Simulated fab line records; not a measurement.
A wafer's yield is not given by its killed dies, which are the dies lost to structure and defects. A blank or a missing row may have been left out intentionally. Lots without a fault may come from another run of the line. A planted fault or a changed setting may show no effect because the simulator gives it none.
A struck lot beside a sound one | flow nand harc | 15 out of 1302 route steps
Sound: these wafers, L675.4, L675.5, L675.6. Struck: wafer L691.4 (left out: L691.3, L691.6 of the same lot, which were not struck); the cause appears at the end.
At each step with rows: each side's tool, then ch and its chambers, then its first start. Under that, the readings that differ: sound wafers | struck wafers | difference of the means | sigmas: that difference in standard deviations of wafers without a fault.
alike: readings with means less than 2 such deviations apart, plus words and numbers identical on both sides. not compared: withheld readings, readings lacking a value on some wafer, bounds such as >300 that could conceal the same value, and numbers that have no deviation in the record and whose values overlap.
A row with sigmas, a row that says differs or no value, or rows on one side alone: a step with any of these is where the two part. Numbers that have no deviation but don't overlap get no sigmas and don't part them. Lack of a reading on every wafer of one side parts them only where that side has two or more wafers.

first, 5 steps without rows for these wafers: NHARC_A_BONDPAD_SOFTBAKE_04 (time 70 s); NHARC_A_BONDPAD_EBR_05; NHARC_A_BONDPAD_EXPOSE_06 (exposes mask A BPAD); NHARC_A_BONDPAD_PEB_07 (peb time 80 s); NHARC_A_BONDPAD_DEVELOP_08 (time 50 s).
NHARC_A_BONDPAD_CD_MEAS_09: the cd target is 500 nm.
  sound on cd sem-02 ch 0, day 23 12:25; struck on cd sem-02 ch 0, day 30 05:29
  alike: cd nm
NHARC_A_BONDPAD_OVL_MEAS_35:
  sound: overlay-01 at day 23 12:30; struck: overlay-02 at day 30 05:34
  alike: overlay x nm, overlay y nm
then, 1 step without rows for these wafers: NHARC_A_BONDPAD_HARDBAKE_10 (time 65 s).
NHARC_A_BONDPAD_DESCUM_11: chemistry O2, time 3 s.
  sound on rie diel-07 ch 0,2,3, day 23 12:39; struck on rie diel-09 ch 0, day 30 05:41
  alike: drypump motor current A, oes product au, rf vpp V, showerhead plenum p Torr, throttle valve pct
  not compared: rf hours counter h
NHARC_A_BONDPAD_ETCH_34: etches the open film in N2/H2, target depth 60 nm, overetch 18 nm, time 65.91 s.
  sound on rie diel-07 ch 0,1,3, day 23 12:44; struck on rie diel-09 ch 3, day 30 05:47
  reading               | sound             | struck | difference | sigmas
  oes product au (a.u.) | 0.999 0.993 1.012 | 0.976  | -0.025     | -3
  alike: drypump motor current A, rf vpp V, showerhead plenum p Torr, throttle valve pct
  not compared: rf hours counter h
NHARC_A_BONDPAD_ETCH_12: etches the open film in CHF3/O2, target depth 220 nm, time 110 s.
  sound: rie diel-07 ch 0,2,3; struck: rie diel-09 ch 1
  reading                         | sound             | struck | difference | sigmas
  rf vpp V (V)                    | 371.9 373.6 370.4 | 366.2  | -5.8       | -3
  showerhead plenum p Torr (Torr) | 2.48 2.56 2.42    | 2.26   | -0.23      | -2
  alike: drypump motor current A, oes product au, throttle valve pct
  not compared: rf hours counter h
NHARC_A_BONDPAD_CD_MEAS_13:
  sound: cd sem-03 at day 23 12:57; struck: cd sem-03 at day 30 06:01
  reading    | sound             | struck | difference | sigmas
  cd nm (nm) | 497.8 497.6 498.4 | 501.7  | +3.8       | +2
NHARC_A_BONDPAD_STRIP_15: strips in O2.
  sound on rie diel-09 ch 0,2,3, day 23 13:05; struck on rie diel-07 ch 3, day 30 06:05
  reading                        | sound             | struck | difference                   | sigmas
  chamber pressure mTorr (mTorr) | 59.96 60.02 59.95 | 53.38  | -6.60                        | -99 or more
  rf hours counter h (h)         | - - -             | 1      | no value on the sound wafers |
  alike: drypump motor current A, oes product au, rf vpp V, showerhead plenum p Torr, throttle valve pct
NHARC_A_BONDPAD_ETCH_24: etches the open film in CF4/N2, target depth 30 nm, time 72.99 s.
  sound on rie diel-09 ch 0,2,3, day 23 13:13; struck on rie diel-07 ch 2
  reading                | sound | struck | difference                   | sigmas
  rf hours counter h (h) | - - - | 1      | no value on the sound wafers |
  alike: drypump motor current A, oes product au, rf vpp V, showerhead plenum p Torr, throttle valve pct
NHARC_END_SORT_01:
  sound on prober-02 ch 0, day 24 22:51; struck on prober-02 ch 0, day 31 18:31
  reading     | sound | struck | difference | sigmas
  killed open | 4 2 7 | 0      | -4         | -2
  alike: defect limited yield, killed at array, killed at other, killed at periphery, killed dies, killed short

WHERE THEY PART
First at NHARC_A_BONDPAD_ETCH_34; last, within this record, at NHARC_END_SORT_01.

WHY: whatever the simulator had introduced
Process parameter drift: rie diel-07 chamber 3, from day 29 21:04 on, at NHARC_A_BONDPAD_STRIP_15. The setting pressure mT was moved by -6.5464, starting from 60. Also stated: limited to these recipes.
